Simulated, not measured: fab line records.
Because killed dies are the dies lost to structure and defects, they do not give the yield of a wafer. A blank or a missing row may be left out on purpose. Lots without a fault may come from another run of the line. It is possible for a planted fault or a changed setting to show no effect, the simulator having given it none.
fab line records	flow n5-finfet	part 1 of 2: steps 1 to 4 of 6
record lots=22	wafers=66	last-day=17
route steps=1938 shown BEOL_M6@1240 BEOL_M8@1347 BEOL_M9@1423
lots that met no fault: from a run of the same line without faults
start-h: hours from the record's opening day to when the first of the lot's shown wafers began	wait-h: hours from the lot's prior step to this one	" same as the row above	L1.1+2: a single row standing in for several wafers	- no value, or no start was given	* or withheld: withheld	< > ~ a bound
route shown NAME@n: a module of which the file shows steps, and the number in the route of the first	usual: the fault-free wafers' mean and standard deviation	same: alike in all rows	chamber/n: place in a boat	sites: the reading at each site	_std_site: the standard deviation of these	_edge_site: inner sites' mean taken away from outer sites' mean	radius-mm: for every site, how far away it sits from the centre of the wafer	mask NAME#n: copy n	behind: the most recent tool/chamber to have shaped the wafer	hold: what put the lot on hold/how long, in hours/how the hold closed	device: names the non-switching transistor (n, p or np)	end of line: the same wafers' tests at the end of the route	a step given without rows: its recipe and nothing more	killed: dies that structure and defects cost at the first sort, which is not the same as the wafer's yield	map: shows each die of a wafer: x if killed, . if not, _ if none is there
set.NAME: the setting the step ran with; set.NAME@STEP: the setting that earlier step ran with	model.NAME: the simulator's own value behind a step, which no gauge read
steps of the route over a sample of lots; a table a step, a row a wafer
services: when a tool's chamber went out of use (start-h, in hours from the record's first day, below 0 if earlier), for how many hours, and the reason
## steps
# step N5_BEOL_M6_ETCH_41
# recipe chemistry=CH3F/O2	target=SiCN	target-depth-a=297	taper-deg=2	time-s=52	ion-energy-ev=120	mask-material=TiN	pressure-mtorr=30	source-w=395	bias-w=75	Ar_flow_sccm=150	CH3F_flow_sccm=30	O2_flow_sccm=20
# usual drypump-motor-current-A=5.6/0.53	oes-product-au=0.81/0.059	rf-fwd-power-W=390.9/1.6	rf-vpp-V=297.5/1.7	showerhead-plenum-p-Torr=2.01/0.078	throttle-valve-pct=16.26/0.16
# same time-s=52
lot.wafer	tool	chamber	start-h	wait-h	drypump-motor-current-A	oes-product-au	rf-fwd-power-W	rf-hours-counter-h	rf-vpp-V	showerhead-plenum-p-Torr	throttle-valve-pct
L074.4	rie-diel-02	0	-	-	5.8	0.87	390.1	40	297.5	2.05	16.02
L074.5	"	1	"	"	5.6	0.84	388.7	-	297.9	2.01	15.97
L074.6	"	2	"	"	5.7	0.81	390.9	-	299.7	2.11	16.16
L075.2	rie-diel-06	1	-	-	6.6	0.79	392.7	112	295.4	1.92	16.34
L075.3	"	2	"	"	5.4	0.88	391.2	38	299.9	2.13	16.34
L075.4	"	0	"	"	5.3	0.88	391.5	23	300.0	2.12	16.21
L076.1	rie-diel-01	0	-	-	6.1	0.71	390.3	235	295.3	1.90	16.61
L076.3	"	2	"	"	6.4	0.95	388.4	5	296.8	1.96	16.05
L076.4	"	1	"	"	5.3	0.68	391.5	224	296.6	1.98	16.49
L077.2	rie-diel-01	1	-	-	5.3	0.68	390.0	225	297.2	1.98	16.50
L077.4	"	3	"	"	5.8	0.84	394.6	47	297.1	1.94	16.28
L077.5	"	1	"	"	5.3	0.68	390.5	-	296.9	1.98	16.48
L078.1	rie-diel-02	1	-	-	5.6	0.82	389.7	74	297.7	2.01	16.00
L078.2	"	3	"	"	4.8	0.81	390.7	85	296.5	1.93	16.39
L078.4	"	2	"	"	5.8	0.79	388.8	93	298.1	2.10	16.17
L079.2	rie-diel-01	2	-	-	6.3	0.93	391.3	11	297.7	1.95	16.08
L079.3	"	1	"	"	5.3	0.68	389.5	231	297.2	1.97	16.50
L079.5	"	0	"	"	6.1	0.70	391.8	-	294.8	1.89	16.62
L080.1	rie-diel-06	3	-	-	5.1	0.85	392.8	64	299.1	2.10	16.21
L080.5	"	2	"	"	5.4	0.87	389.7	-	301.0	2.12	16.37
L080.6	"	1	"	"	6.7	0.77	389.9	-	294.1	1.92	16.37
L081.2	rie-diel-02	0	-	-	5.8	0.83	392.0	57	296.9	2.04	16.07
L081.3	"	3	"	"	4.8	0.81	389.9	88	296.1	1.93	16.37
L081.5	"	0	"	"	5.8	0.84	392.0	-	297.6	2.04	16.06
L082.1	rie-diel-02	3	-	-	4.8	0.80	391.8	95	295.3	1.92	16.39
L082.4	"	2	"	"	5.7	0.80	388.9	101	299.6	2.10	16.19
L082.6	"	3	"	"	4.7	0.79	394.1	-	296.6	1.92	16.41
L083.1	rie-diel-06	2	-	-	5.4	0.85	393.5	54	300.3	2.12	16.39
L083.2	"	0	"	"	5.3	0.85	394.9	39	300.2	2.12	16.24
L083.5	"	1	"	"	6.7	0.78	393.6	-	295.9	1.91	16.36
L084.1	rie-diel-02	2	-	-	5.7	0.78	390.1	103	299.8	2.10	16.20
L084.2	"	0	"	"	5.8	0.83	391.9	66	299.1	2.04	16.06
L084.4	"	1	"	"	5.6	0.80	386.7	85	299.1	2.01	16.03
L085.2	rie-diel-06	2	-	-	5.4	0.86	392.3	56	299.2	2.12	16.38
L085.5	"	2	"	"	5.5	0.87	393.2	-	299.1	2.12	16.37
L085.6	"	1	"	"	6.6	0.78	389.7	-	295.8	1.91	16.39
L086.1	rie-diel-01	2	-	-	6.4	0.86	390.1	31	295.0	1.95	16.11
L086.3	"	1	"	"	5.3	0.67	392.6	251	297.0	1.97	16.53
L086.4	"	2	"	"	6.4	0.86	389.6	-	296.9	1.95	16.10
L088.3	rie-diel-06	0	-	-	5.3	0.85	394.2	48	300.8	2.11	16.25
L088.5	"	3	"	"	5.2	0.83	390.0	-	299.7	2.10	16.24
L088.6	"	2	"	"	5.4	0.85	390.9	-	298.5	2.12	16.41
L087.3	rie-diel-02	3	-	-	4.8	0.78	391.4	-	295.4	1.92	16.42
L087.4	"	0	"	"	5.8	0.81	392.0	-	295.4	2.03	16.09
L087.6	"	3	"	"	4.7	0.79	391.3	-	296.6	1.92	16.42
L089.4	rie-diel-02	0	-	-	5.8	0.82	392.0	-	296.7	2.03	16.09
L089.5	"	0	"	"	5.8	0.81	390.6	-	297.8	2.03	16.11
L089.6	"	3	"	"	4.7	0.79	391.4	-	293.9	1.92	16.42
L090.3	rie-diel-01	2	-	-	6.4	0.85	390.6	41	296.0	1.94	16.11
L090.5	"	3	"	"	5.7	0.79	391.6	-	296.1	1.93	16.33
L090.6	"	2	"	"	6.4	0.85	390.3	-	295.8	1.94	16.13
L092.1	rie-diel-02	3	-	-	4.8	0.77	390.2	120	294.8	1.92	16.44
L092.3	"	0	"	"	5.8	0.79	391.2	89	296.6	2.03	16.12
L092.6	"	3	"	"	4.7	0.77	388.5	-	296.4	1.92	16.46
L094.1	rie-diel-02	3	-	-	4.7	0.78	393.1	121	296.1	1.92	16.45
L094.2	"	1	"	"	5.6	0.79	389.2	99	295.1	2.00	16.06
L094.6	"	3	"	"	4.7	0.77	391.7	-	294.4	1.92	16.45
L091.1	rie-diel-02	1	-	-	5.6	0.80	389.4	104	298.2	2.00	16.05
L091.4	"	0	"	"	5.8	0.79	393.0	-	297.5	2.03	16.13
L091.5	"	1	"	"	5.6	0.79	388.9	-	297.0	2.00	16.07
L096.1	rie-diel-06	0	-	-	5.3	0.82	392.3	67	299.6	2.11	16.27
L096.2	"	2	"	"	5.4	0.83	393.2	84	298.8	2.11	16.44
L096.6	"	1	"	"	6.6	0.75	392.0	-	296.1	1.90	16.44
L097.1	rie-diel-02	0	-	-	5.9	0.78	390.5	112	298.2	2.02	16.15
L097.3	"	0	"	"	5.8	0.78	390.0	-	297.5	2.02	16.15
L097.5	"	1	"	"	5.6	0.77	387.2	-	298.5	1.99	16.09
# step N5_BEOL_M6_CURE_75
# recipe temp-c=370	time-s=120	ambient=DMADMS/He	material=SiCOH_lowk
# usual lamp-power-pct=52.31/0.055	wafer_temp_C_max=371.4/0.6
# same time-s=120
lot.wafer	tool	chamber	start-h	wait-h	lamp-power-pct	wafer_temp_C_max
L074.4	uv-cure-01	1	173.74	0.2	52.29	370.7
L074.5	"	1	"	"	52.37	370.6
L074.6	"	1	"	"	52.24	370.9
L075.2	uv-cure-03	0	189.41	0.1	52.36	371.1
L075.3	"	0	"	"	52.46	371.4
L075.4	"	0	"	"	52.20	371.7
L076.1	uv-cure-03	0	194.01	0.0	52.41	371.1
L076.3	"	0	"	"	52.46	371.2
L076.4	"	0	"	"	52.32	371.3
L077.2	uv-cure-02	0	194.60	0.1	52.28	370.9
L077.4	"	0	"	"	52.23	370.9
L077.5	"	0	"	"	52.27	371.0
L078.1	uv-cure-03	2	210.62	0.0	52.28	372.2
L078.2	"	2	"	"	52.38	372.2
L078.4	"	2	"	"	52.27	372.3
L079.2	uv-cure-02	1	213.43	0.1	52.34	370.8
L079.3	"	1	"	"	52.30	370.9
L079.5	"	1	"	"	52.28	371.2
L080.1	uv-cure-02	0	216.24	0.0	52.29	370.7
L080.5	"	0	"	"	52.36	371.1
L080.6	"	0	"	"	52.35	371.0
L081.2	uv-cure-01	1	220.32	0.2	52.29	370.9
L081.3	"	1	"	"	52.35	371.1
L081.5	"	1	"	"	52.25	371.0
L082.1	uv-cure-03	0	236.73	0.0	52.31	371.4
L082.4	"	0	"	"	52.33	371.2
L082.6	"	0	"	"	52.31	371.3
L083.1	uv-cure-03	2	238.78	0.0	52.32	372.7
L083.2	"	2	"	"	52.23	372.4
L083.5	"	2	"	"	52.35	372.6
L084.1	uv-cure-03	0	241.84	0.0	52.42	371.4
L084.2	"	0	"	"	52.25	371.6
L084.4	"	0	"	"	52.24	371.2
L085.2	uv-cure-02	2	243.71	0.1	52.35	370.7
L085.5	"	2	"	"	52.26	371.0
L085.6	"	2	"	"	52.28	370.9
L086.1	uv-cure-01	0	264.47	0.0	52.34	371.2
L086.3	"	0	"	"	52.30	372.0
L086.4	"	0	"	"	52.40	371.4
L088.3	uv-cure-02	2	266.93	0.1	52.31	371.5
L088.5	"	2	"	"	52.29	371.2
L088.6	"	2	"	"	52.42	371.1
L087.3	uv-cure-02	0	269.20	0.1	52.15	370.7
L087.4	"	0	"	"	52.28	371.6
L087.6	"	0	"	"	52.33	371.1
L089.4	uv-cure-01	1	273.32	0.2	52.32	370.8
L089.5	"	1	"	"	52.31	370.6
L089.6	"	1	"	"	52.25	371.1
L090.3	uv-cure-03	2	285.25	0.1	52.32	372.2
L090.5	"	2	"	"	52.33	372.6
L090.6	"	2	"	"	52.32	372.7
L092.1	uv-cure-02	0	294.28	0.3	52.33	371.4
L092.3	"	0	"	"	52.20	370.5
L092.6	"	0	"	"	52.25	370.6
L094.1	uv-cure-02	2	295.89	0.0	52.35	371.1
L094.2	"	2	"	"	52.38	371.2
L094.6	"	2	"	"	52.23	371.6
L091.1	uv-cure-02	0	307.57	0.0	52.31	371.1
L091.4	"	0	"	"	52.29	370.7
L091.5	"	0	"	"	52.29	370.6
L096.1	uv-cure-01	2	324.88	0.3	52.39	371.9
L096.2	"	2	"	"	52.27	372.3
L096.6	"	2	"	"	52.34	372.5
L097.1	uv-cure-03	0	339.28	0.0	52.43	371.3
L097.3	"	0	"	"	52.26	371.6
L097.5	"	0	"	"	52.27	371.3
# step N5_BEOL_M8_INSPECT_13
# recipe mode=adi	inspect-instrument=brightfield
# usual raw-defect-count=406/94
lot.wafer	tool	chamber	start-h	wait-h	raw-defect-count
L074.4	defect-inspect-01	-	185.37	0.0	272
L074.5	"	-	"	"	253
L074.6	"	-	"	"	281
L075.2	defect-inspect-01	-	204.68	0.0	498
L075.3	"	-	"	"	480
L075.4	"	-	"	"	434
L077.2	defect-inspect-02	-	210.13	0.0	411
L077.4	"	-	"	"	357
L077.5	"	-	"	"	476
L076.1	defect-inspect-02	-	211.39	0.0	423
L076.3	"	-	"	"	316
L076.4	"	-	"	"	410
L078.1	defect-inspect-01	-	221.44	0.0	321
L078.2	"	-	"	"	449
L078.4	"	-	"	"	300
L079.2	defect-inspect-02	-	226.07	0.0	497
L079.3	"	-	"	"	402
L079.5	"	-	"	"	306
L080.1	defect-inspect-02	-	227.31	0.0	458
L080.5	"	-	"	"	371
L080.6	"	-	"	"	504
L081.2	defect-inspect-01	-	232.94	0.0	408
L081.3	"	-	"	"	426
L081.5	"	-	"	"	383
L082.1	defect-inspect-02	-	248.06	0.0	341
L082.4	"	-	"	"	493
L082.6	"	-	"	"	312
L083.1	defect-inspect-01	-	250.30	0.0	388
L083.2	"	-	"	"	471
L083.5	"	-	"	"	403
L084.1	defect-inspect-01	-	251.66	0.0	355
L084.2	"	-	"	"	300
L084.4	"	-	"	"	406
L085.2	defect-inspect-02	-	257.23	0.0	427
L085.5	"	-	"	"	318
L085.6	"	-	"	"	403
L086.1	defect-inspect-02	-	280.24	0.0	352
L086.3	"	-	"	"	324
L086.4	"	-	"	"	353
L088.3	defect-inspect-01	-	280.41	0.0	561
L088.5	"	-	"	"	589
L088.6	"	-	"	"	721
L087.3	defect-inspect-01	-	280.59	0.0	319
L087.4	"	-	"	"	318
L087.6	"	-	"	"	280
L089.4	defect-inspect-01	-	291.98	0.0	436
L089.5	"	-	"	"	503
L089.6	"	-	"	"	567
L090.3	defect-inspect-01	-	297.54	0.0	513
L090.5	"	-	"	"	348
L090.6	"	-	"	"	368
L092.1	defect-inspect-01	-	305.55	0.0	401
L092.3	"	-	"	"	360
L092.6	"	-	"	"	426
L094.1	defect-inspect-02	-	308.10	0.0	337
L094.2	"	-	"	"	385
L094.6	"	-	"	"	268
L091.1	defect-inspect-01	-	317.86	0.0	374
L091.4	"	-	"	"	408
L091.5	"	-	"	"	447
L096.1	defect-inspect-02	-	341.31	0.0	324
L096.2	"	-	"	"	336
L096.6	"	-	"	"	457
L097.1	defect-inspect-01	-	350.49	0.0	300
L097.3	"	-	"	"	362
L097.5	"	-	"	"	366
# step N5_BEOL_M8_STRIP_19
# recipe chemistry=O2	power-w=400	temp-c=40	pressure-mtorr=30	rf-frequency-hz=6e+07	bias-power-w=0	overash-fraction=0.2	o2-flow-sccm=225
# usual drypump-motor-current-A=5.7/0.51	oes-product-au=0.82/0.071	rf-vpp-V=3.7/0.62	showerhead-plenum-p-Torr=2.10/0.084	throttle-valve-pct=16.62/0.17
lot.wafer	tool	chamber	start-h	wait-h	drypump-motor-current-A	oes-product-au	rf-hours-counter-h	rf-vpp-V	showerhead-plenum-p-Torr	throttle-valve-pct
L074.4	rie-diel-01	2	185.81	0.1	6.4	0.98	2	2.6	2.04	16.39
L074.5	"	0	"	"	6.1	0.70	-	4.2	1.98	16.89
L074.6	"	1	"	"	5.3	0.68	-	2.8	2.07	16.82
L075.2	rie-diel-01	1	205.10	0.1	5.3	0.68	228	5.7	2.07	16.85
L075.3	"	3	"	"	5.7	0.82	51	3.9	2.04	16.67
L075.4	"	0	"	"	6.1	0.71	239	3.2	1.97	16.90
L077.2	rie-diel-02	0	210.85	0.1	5.8	0.84	54	3.1	2.12	16.29
L077.4	"	3	"	"	4.7	0.83	86	3.7	2.03	16.77
L077.5	"	1	"	"	5.6	0.82	-	4.3	2.13	16.46
L076.1	rie-diel-02	2	211.81	0.1	5.7	0.79	93	3.5	2.23	16.65
L076.3	"	0	"	"	5.8	0.83	54	3.5	2.12	16.30
L076.4	"	3	"	"	4.7	0.82	86	3.7	2.03	16.78
L078.1	rie-diel-01	2	222.05	0.1	6.4	0.91	15	3.4	2.04	16.40
L078.2	"	0	"	"	6.1	0.70	246	3.6	1.97	16.91
L078.4	"	1	"	"	5.3	0.67	234	3.4	2.07	16.86
L079.2	rie-diel-02	0	227.33	0.1	5.9	0.83	60	2.9	2.12	16.29
L079.3	"	2	"	"	5.8	0.79	98	2.5	2.23	16.65
L079.5	"	0	"	"	5.9	0.84	-	4.3	2.12	16.32
L080.1	rie-diel-01	0	227.74	0.1	6.1	0.70	247	3.5	1.97	16.91
L080.5	"	3	"	"	5.7	0.82	-	2.6	2.04	16.67
L080.6	"	2	"	"	6.3	0.92	-	3.2	2.04	16.40
L081.2	rie-diel-06	1	233.36	0.1	6.7	0.78	127	4.1	2.01	16.74
L081.3	"	3	"	"	5.1	0.83	70	3.3	2.20	16.56
L081.5	"	1	"	"	6.7	0.78	-	3.4	2.01	16.75
L082.1	rie-diel-01	3	248.48	0.1	5.7	0.80	67	3.2	2.03	16.68
L082.4	"	3	"	"	5.7	0.80	-	2.7	2.03	16.69
L082.6	"	2	"	"	6.3	0.89	-	3.8	2.04	16.39
L083.1	rie-diel-06	0	251.26	0.4	5.3	0.84	43	2.2	2.24	16.72
L083.2	"	1	"	"	6.6	0.77	133	4.2	2.01	16.77
L083.5	"	0	"	"	5.3	0.84	-	3.7	2.24	16.70
L084.1	rie-diel-01	1	252.09	0.1	5.4	0.67	247	3.7	2.07	16.90
L084.2	"	2	"	"	6.4	0.89	27	3.4	2.04	16.42
L084.4	"	3	"	"	5.7	0.79	-	2.6	2.03	16.70
L085.2	rie-diel-06	1	257.65	0.1	6.7	0.76	135	3.5	2.01	16.77
L085.5	"	0	"	"	5.3	0.85	-	3.6	2.24	16.73
L085.6	"	3	"	"	5.1	0.83	-	3.9	2.19	16.58
L086.1	rie-diel-01	3	280.80	0.1	5.7	0.79	81	3.3	2.03	16.71
L086.3	"	2	"	"	6.4	0.86	40	3.4	2.03	16.44
L086.4	"	2	"	"	6.4	0.87	-	3.5	2.03	16.46
L088.3	rie-diel-02	3	280.93	0.1	4.7	0.79	114	3.0	2.02	16.82
L088.5	"	1	"	"	5.6	0.80	-	4.1	2.12	16.49
L088.6	"	0	"	"	5.8	0.80	-	3.8	2.11	16.37
L087.3	rie-diel-06	3	281.05	0.1	5.1	0.83	86	3.9	2.19	16.61
L087.4	"	2	"	"	5.4	0.83	71	4.3	2.22	16.75
L087.6	"	1	"	"	6.7	0.77	-	4.1	2.01	16.77
L089.4	rie-diel-01	0	292.72	0.1	6.1	0.94	8	4.0	2.23	16.46
L089.5	"	2	"	"	6.4	0.86	-	3.6	2.03	16.44
L089.6	"	3	"	"	5.7	0.78	-	5.1	2.03	16.73
L090.3	rie-diel-06	1	298.25	0.1	6.7	0.76	148	3.6	2.00	16.76
L090.5	"	3	"	"	5.1	0.81	-	3.7	2.19	16.59
L090.6	"	2	"	"	5.4	0.83	-	3.5	2.21	16.76
L092.1	rie-diel-01	1	306.32	0.1	5.3	0.97	5	3.6	2.06	16.49
L092.3	"	2	"	"	6.4	0.86	47	4.1	2.03	16.46
L092.6	"	0	"	"	6.1	0.92	-	3.9	2.23	16.45
L094.1	rie-diel-06	0	308.52	0.1	5.3	0.82	61	3.9	2.24	16.77
L094.2	"	3	"	"	5.2	0.82	93	2.8	2.19	16.61
L094.6	"	2	"	"	5.5	0.82	-	3.7	2.21	16.78
L091.1	rie-diel-02	1	318.29	0.1	5.6	0.79	109	5.1	2.11	16.49
L091.4	"	3	"	"	4.8	0.78	-	5.6	2.01	16.84
L091.5	"	1	"	"	5.6	0.78	-	4.3	2.11	16.51
L096.1	rie-diel-01	0	341.77	0.1	6.1	0.89	24	4.1	2.22	16.50
L096.2	"	2	"	"	6.4	0.85	59	3.9	2.02	16.48
L096.6	"	1	"	"	5.3	0.94	-	3.5	2.06	16.51
L097.1	rie-diel-01	0	351.24	0.1	6.1	0.89	27	3.9	2.22	16.51
L097.3	"	2	"	"	6.4	0.83	62	3.2	2.02	16.48
L097.5	"	1	"	"	5.3	0.94	-	2.9	2.06	16.49
